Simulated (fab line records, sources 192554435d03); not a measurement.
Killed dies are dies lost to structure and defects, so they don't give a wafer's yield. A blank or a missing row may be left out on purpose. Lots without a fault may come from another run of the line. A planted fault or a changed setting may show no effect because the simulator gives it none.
A struck lot beside a sound one | flow n5_finfet | 38 steps out of a route of 1938
Sound: wafers L812.1, L812.3, L812.6. Struck: wafers L813.1, L813.5, L813.6. The cause comes at the end.
At each step with rows: each side's tool, then ch and its chambers, then its first start. Under that, the readings that differ: sound wafers | struck wafers | difference of the means | sigmas: that difference in standard deviations of wafers without a fault.
alike: readings whose means differ by less than 2 such deviations, and words and numbers that are the same on both sides. not compared: withheld readings, readings that some wafer has no value for, bounds like >300 that may hide the same value, and numbers for which the record gives no deviation and whose values overlap.
The two part at a step that has a row with sigmas, a row that says differs or no value, or rows on one side only. Numbers that don't overlap but have no deviation are shown without sigmas and don't part them. A reading that every wafer of one side lacks parts them only if that side has two wafers or more.

first, 9 steps without rows for these wafers: N5_BEOL_M9_DESCUM_33 (chemistry O2, time 7 s); N5_BEOL_M9_ETCH_76 (etches underlayer in N2/H2, target depth 6.5 nm, time 5.2 s); N5_BEOL_M9_ETCH_65 (etches SiARC in CF4, target depth 15.6 nm, time 26 s); N5_BEOL_M9_ETCH_66 (etches SOC in N2/H2, target depth 80 nm, overetch 16 nm, time 120 s); N5_BEOL_M9_STRIP_69 (strips in N2/H2); N5_BEOL_M9_STRIP_77 (strips in N2/H2); N5_BEOL_M9_VIA_ETCH_34 (etches SiCOH lowk in C4F6/O2, target depth 182.4 nm, time 68.4 s); N5_BEOL_M9_STRIP_73 (strips in C4F6/O2); N5_BEOL_M9_STRIP_36 (strips in N2/H2).
N5_BEOL_M9_TRENCH_ETCH_37: etches SiCOH lowk in C4F6/O2, target depth 151.43 nm, time 49 s.
  sound on rie_diel-05 ch 1,2,3, day 15 13:50; struck on rie_diel-04 ch 0,1,3, day 15 00:07
  reading                             | sound             | struck            | difference | sigmas
  oes_ar_750_au (a.u.)                | 0.67 0.72 0.69    | 1.02 0.80 0.84    | +0.19      | +2
  oes_f_703_au (a.u.)                 | 0.66 0.72 0.69    | 1.18 0.91 0.97    | +0.33      | +4
  oes_o_777_au (a.u.)                 | 0.66 0.71 0.71    | 1.15 0.89 0.94    | +0.30      | +3
  rf_fwd_power_W (W)                  | 337.3 342.7 343.5 | 425.6 424.1 422.9 | +83.0      | +59
  rf_vpp_V (V)                        | 654 676 647       | 583 608 579       | -69        | -5
  model.etch.depth_nm (nm)            | 143.6 149.7 147.5 | 165.2 166.9 159.6 | +17.0      |
  model.BEOL_M9.feature_depth_nm (nm) | 143.6 149.6 147.6 | 165.2 167 159.6   | +17.0      |
  alike: drypump_motor_current_A, oes_product_au, showerhead_plenum_p_Torr, throttle_valve_pct
  not compared: rf_hours_counter_h
then, 2 steps without rows for these wafers: N5_BEOL_M9_ETCH_41 (etches SiCN in CH3F/O2, target depth 36.6 nm, time 70.1 s); N5_BEOL_M9_STRIP_80 (strips in N2/H2, time 10 s).
N5_BEOL_M9_OCD_MEAS_38:
  sound on ocd-02, day 15 14:01; struck on ocd-02, day 15 00:17
  reading              | sound       | struck      | difference | sigmas
  trench_depth_nm (nm) | 144 150 147 | 165 167 158 | +16        | +5
then, 13 steps without rows for these wafers: N5_BEOL_M9_HM_STRIP_39 (strips TiN in peroxide tin strip, target depth 25 nm, time 158 s); N5_BEOL_M9_SRD_40 (time 30 s); N5_BEOL_M9_PRECLEAN_42 (cleans in residue remover, time 60 s); N5_BEOL_M9_SRD_43 (time 30 s); N5_BEOL_M9_CURE_72 (cures SiCOH lowk, time 120 s); N5_BEOL_M9_DEGAS_44 (time 60 s); N5_BEOL_M9_PRE_CLEAN_45 (time 30 s); N5_BEOL_M9_ALD_74 (deposits TaN, target thk 2 nm, pulse time 2 s, purge time 3 s); N5_BEOL_M9_SURFACE_TREAT_79; N5_BEOL_M9_CVD_78 (deposits Co from CCTBA/H2, target thk 2 nm, time 138.9 s); N5_BEOL_M9_SPUTTER_48 (material Cu, target thk 12 nm, time 2 s); N5_BEOL_M9_ECD_50 (material Cu, target thk 318 nm); N5_BEOL_M9_ANNEAL_51 (time 90 s).
N5_BEOL_M9_CMP_52: polishes, stops on SiCOH lowk, t overpolish 7 s, target thk 140 nm.
  sound on cmp-01 ch 1,2,3, day 15 17:44; struck on cmp-03 ch 1,2,3, day 15 02:11
  reading                                | sound           | struck          | difference | sigmas
  model.Cu_of_BEOL_M9_ECD_50.thk_nm (nm) | 134 138.2 134.6 | 154.6 156.6 148 | +17.5      |
  alike: barrier_field_endpoint_s, motor_current_A, overpolish_run_s, retaining_ring_pressure_frac, time_to_endpoint_s
  not compared: pad_life_wafers
N5_BEOL_M9_THK_MEAS_53: measures by xrf.
  sound on film_metro-01, day 15 18:02; struck on film_metro-01, day 15 02:22
  reading     | sound       | struck      | difference | sigmas
  M9_THK (nm) | 134 138 134 | 153 155 146 | +16        | +4
then, 2 steps without rows for these wafers: N5_BEOL_M9_PRE_CLEAN_55 (time 15 s); N5_BEOL_M9_DEP_56 (deposits SiCN from 3MS/NH3, target thk 15 nm, time 26.5 s).
N5_BEOL_M9_RS_MEAS_57: measures by four-point-probe.
  sound on film_metro-02, day 15 18:10; struck on film_metro-02, day 15 02:32
  reading        | sound             | struck            | difference | sigmas
  M9_RS (ohm/sq) | 0.159 0.153 0.158 | 0.135 0.134 0.142 | -0.020     | -4
then, 5 steps without rows for these wafers: N5_BEOL_M10_ILD_DEP_00 (deposits SiCOH lowk from DEMS/porogen, target thk 308.51 nm, time 58 s); N5_BEOL_M10_CURE_71 (cures SiCOH lowk, time 240 s); N5_BEOL_M10_PECVD_70 (deposits SiO2 from TEOS/O2, target thk 20 nm, time 22.7 s); N5_BEOL_M10_HM_DEP_02 (deposits TiN, target thk 20 nm); N5_BEOL_M10_COAT_59 (time 60 s, resist thk 100 nm).
N5_BEOL_M15_RC_MEAS_101:
  sound on prober-01 ch 0, day 17 07:07; struck on prober-01 ch 0, day 16 22:10
  reading                   | sound          | struck         | difference | sigmas
  SERP_M9 (ohm/um)          | 3.23 3.18 3.24 | 2.67 2.62 2.84 | -0.51      | -5
  SERP_M9_max_site (ohm/um) | 3.52 3.22 3.37 | 2.89 2.78 2.95 | -0.50      | -4
  alike: COMB_M10, COMB_M11, COMB_M12, COMB_M12_max_site, COMB_M13, COMB_M14, COMB_M15, COMB_M5, COMB_M6, COMB_M7, COMB_M8, COMB_M9, SERP_M10, SERP_M10_max_site, SERP_M11, SERP_M12, SERP_M13, SERP_M13_max_site, SERP_M14, SERP_M5, SERP_M6, SERP_M7, SERP_M8
then, 1 step without rows for these wafers: N5_PASSIVATION_PROBE_49.

WHERE THEY PART
First at N5_BEOL_M9_TRENCH_ETCH_37; last, within this record, at N5_BEOL_M15_RC_MEAS_101.

WHY: what the simulator had put in
Process parameter drift: rie_diel-04, from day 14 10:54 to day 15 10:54, at N5_BEOL_M9_TRENCH_ETCH_37. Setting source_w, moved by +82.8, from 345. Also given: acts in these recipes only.
